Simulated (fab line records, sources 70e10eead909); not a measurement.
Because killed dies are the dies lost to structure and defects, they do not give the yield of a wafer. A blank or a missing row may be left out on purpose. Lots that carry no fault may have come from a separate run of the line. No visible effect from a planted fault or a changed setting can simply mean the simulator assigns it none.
A struck lot beside a sound one | flow nand-harc | 32 steps out of a route of 1159
Sound: the wafers L923.1, L923.2, L923.6. Struck: wafer L928.5 (left out: L928.2, L928.4 of the same lot, which were not struck); the cause appears at the end.
At each step with rows: each side's tool, then ch and its chambers, then its first start. Under that, the readings that differ: sound wafers | struck wafers | difference of the means | sigmas: that difference in standard deviations of wafers without a fault.
alike: a reading whose means differ by less than 2 such deviations, as well as words and numbers matching on both sides. not compared: withheld readings; readings where some wafer has no value; bounds like >300 that might hide an equal value; numbers whose values overlap and for which the record gives no deviation.
The two part at a step that has a row with sigmas, a row that says differs or no value, or rows on one side only. Non-overlapping numbers with no deviation appear without sigmas and do not part them. Lack of a reading on every wafer of one side parts them only where that side has two or more wafers.

NHARC_THIN_TSV_DEGAS_49: time 120 s.
  sound on pvd-sputter-03, day 21 21:52; struck on pvd-sputter-02, day 23 05:28
  alike: heater-power-w
NHARC_THIN_TSV_PRE_CLEAN_50: time 30 s.
  sound on pvd-sputter-03; struck on pvd-sputter-02
  alike: heater-power-w
then, 3 steps without rows for these wafers: NHARC_THIN_TSV_PVD_19 (deposits TaN, target thk 20 nm); NHARC_THIN_TSV_PVD_51 (deposits Cu, target thk 100 nm); NHARC_THIN_TSV_ECD_20 (material Cu, target thk 2000 nm).
NHARC_THIN_TSV_ANNEAL_52: time 90 s.
  sound on rtp-anneal-02 ch 0, day 21 23:02; struck on rtp-anneal-02 ch 0, day 23 06:41
  alike: wafer_temp_C_max
then, 5 steps without rows for these wafers: NHARC_THIN_TSV_CMP_21 (polishes, t overpolish 30 s, target thk 2000 nm); NHARC_THIN_TSV_SRD_23; NHARC_THIN_TSV_DEGAS_53 (time 60 s); NHARC_THIN_TSV_PRE_CLEAN_54 (time 30 s); NHARC_THIN_TSV_PVD_55 (deposits TiN, target thk 50 nm).
NHARC_THIN_TSV_PVD_24: deposits Al, target thk 800 nm.
  sound on pvd-sputter-01, day 22 00:15; struck on pvd-sputter-01, day 23 07:52
then, 8 steps without rows for these wafers: NHARC_THIN_TSV_DEHYDRATE_25 (time 120 s); NHARC_THIN_TSV_HMDS_26 (time 30 s); NHARC_THIN_TSV_COAT_27; NHARC_THIN_TSV_SOFTBAKE_28 (time 95 s); NHARC_THIN_TSV_EBR_29; NHARC_THIN_TSV_EXPOSE_30 (exposes mask PAD); NHARC_THIN_TSV_PEB_31 (peb time 85 s); NHARC_THIN_TSV_DEVELOP_32 (time 70 s).
NHARC_THIN_TSV_CD_MEAS_33: target cd 5000 nm.
  sound on cd-sem-03 ch 0, day 22 00:51; struck on cd-sem-03 ch 0, day 23 08:36
  alike: cd-nm
then, 3 steps without rows for these wafers: NHARC_THIN_TSV_HARDBAKE_34 (time 80 s); NHARC_THIN_TSV_DESCUM_35 (chemistry O2, time 3 s); NHARC_THIN_TSV_ETCH_59 (etches the open film in Cl2/BCl3, target depth 880 nm, time 138.1 s).
NHARC_THIN_TSV_ETCH_36: etches the open film in Cl2/BCl3, target depth 65 nm, time 18.571 s.
  sound on rie-metal-02 ch 0,1, day 22 01:24; struck on rie-metal-03 ch 0, day 23 09:08
  alike: drypump-motor-current-A, oes-product-au
  not compared: rf-hours-counter-h
NHARC_THIN_TSV_STRIP_56: strips in O2.
  sound on plasma-asher-01 ch 0,1, day 22 01:30; struck on plasma-asher-01 ch 0, day 23 09:17
  alike: drypump-motor-current-A, heater-power-w
  not compared: rf-hours-counter-h
then, 1 step without rows for these wafers: NHARC_THIN_TSV_STRIP_57 (strips in post etch residue remover, time 1200 s).
NHARC_THIN_TSV_CD_MEAS_37:
  sound on cd-sem-03, day 22 02:17; struck on cd-sem-03, day 23 10:02
  alike: cd-nm
then, 1 step without rows for these wafers: NHARC_THIN_TSV_ANNEAL_58 (time 1800 s).
NHARC_THIN_TSV_INSPECT_40:
  sound on defect-inspect-01, day 22 06:59; struck on defect-inspect-02, day 23 11:46
  reading          | sound       | struck | difference | sigmas
  raw-defect-count | 495 492 445 | 643    | +166       | +2
NHARC_END_WLT_00:
  the record holds rows for the sound wafers here (prober-01, day 22 07:02) but none for the struck ones
NHARC_END_SORT_01:
  sound on prober-01 ch 0, day 22 10:52; struck on prober-02 ch 0, day 24 01:44
  reading                  | sound     | struck | difference | sigmas
  defect-limited-yield (%) | 93.8 94.8 | 0      | -94        | -67
  killed-at-other          | 0 0       | 638    | +638       | +99 or more
  killed-dies              | 42 35     | 677    | +638       | +70
  sort_bin_3_pct (%)       | 0.15 0.30 | 94.39  | +94.17     | +99 or more
  sort-n-pass              | 635 642   | 0      | -638       | -70
  sort-rim-yield-pct (%)   | 93.4 96.2 | 0      | -95        | -32
  sort-yield-pct (%)       | 93.8 94.8 | 0      | -94        | -67
  alike: killed-at-array, killed-at-periphery, killed-open, killed-short, sort_bin_2_pct, sort_bin_4_pct

## WHERE THEY PART
First at NHARC_THIN_TSV_INSPECT_40; last, within this record, at NHARC_END_SORT_01.

WHY: what the simulator had put in
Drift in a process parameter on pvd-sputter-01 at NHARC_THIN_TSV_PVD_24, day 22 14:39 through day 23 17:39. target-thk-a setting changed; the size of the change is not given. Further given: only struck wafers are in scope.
